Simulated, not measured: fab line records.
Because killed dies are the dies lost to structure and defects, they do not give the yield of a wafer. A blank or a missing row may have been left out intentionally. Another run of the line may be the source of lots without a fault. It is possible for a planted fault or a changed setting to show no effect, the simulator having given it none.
What tool caused it? | flow n5_finfet | 15 wafers from 6 lots sampled at 2 of the route's 1938 steps

== WHAT EACH GAUGE READ, for each wafer ==
N5_BEOL_M10_CD_MEAS_35 targets a cd of 70 nm.
lot  | measured     | on        | cd_nm (nm)
L895 | day 12 02:32 | cd_sem-02 | 69.2 69.6 70.1
L896 | day 12 10:22 | cd_sem-03 | 70.6 70.1
L899 | day 13 21:44 | cd_sem-03 | 69.3 69.9 70.1
L908 | day 14 22:30 | cd_sem-01 | 69.3 69.7
L910 | day 16 06:34 | cd_sem-01 | 68.2 69.3 69.2
L911 | day 16 13:58 | cd_sem-01 | 71.5 69.9

== WHICH TOOL RAN EACH LOT (tool, then ch and the chambers of the sampled wafers, then the start) ==
lot  | N5_BEOL_M10_DESCUM_33
L895 | rie_diel-01 ch 0,1,2, day 12 01:54
L896 | rie_diel-05 ch 2,3, day 12 09:43
L899 | rie_diel-05 ch 1,3, day 13 21:06
L908 | rie_diel-06 ch 2,3, day 14 21:51
L910 | rie_diel-01 ch 0,1,3, day 16 05:55
L911 | rie_diel-05 ch 1,3, day 16 13:20
- N5_BEOL_M10_DESCUM_33: chemistry O2, time 7.9 s.

== THE ANSWER, worked out from the rows above alone ==
Rule: the lots themselves supply what counts as usual. The widest of any qualifying gaps counts: lots, ordered by their means at a reading, are off when they make up no more than a third of the lots, leave a main group of 4 or more, and stand apart from it by 3 or more times the standard deviation of that group's means. A main group whose means are all the same, to the digits that the tables above print for the reading, isn't used. Also off: a lot with no number at a reading for which 4 or more lots have one. Where the step has rows for the other lots, those lots are counted as sound.
Across all readings shown, no lot is off: no conclusion can be drawn from this.

== WHAT THE SIMULATOR HAD PUT IN ==
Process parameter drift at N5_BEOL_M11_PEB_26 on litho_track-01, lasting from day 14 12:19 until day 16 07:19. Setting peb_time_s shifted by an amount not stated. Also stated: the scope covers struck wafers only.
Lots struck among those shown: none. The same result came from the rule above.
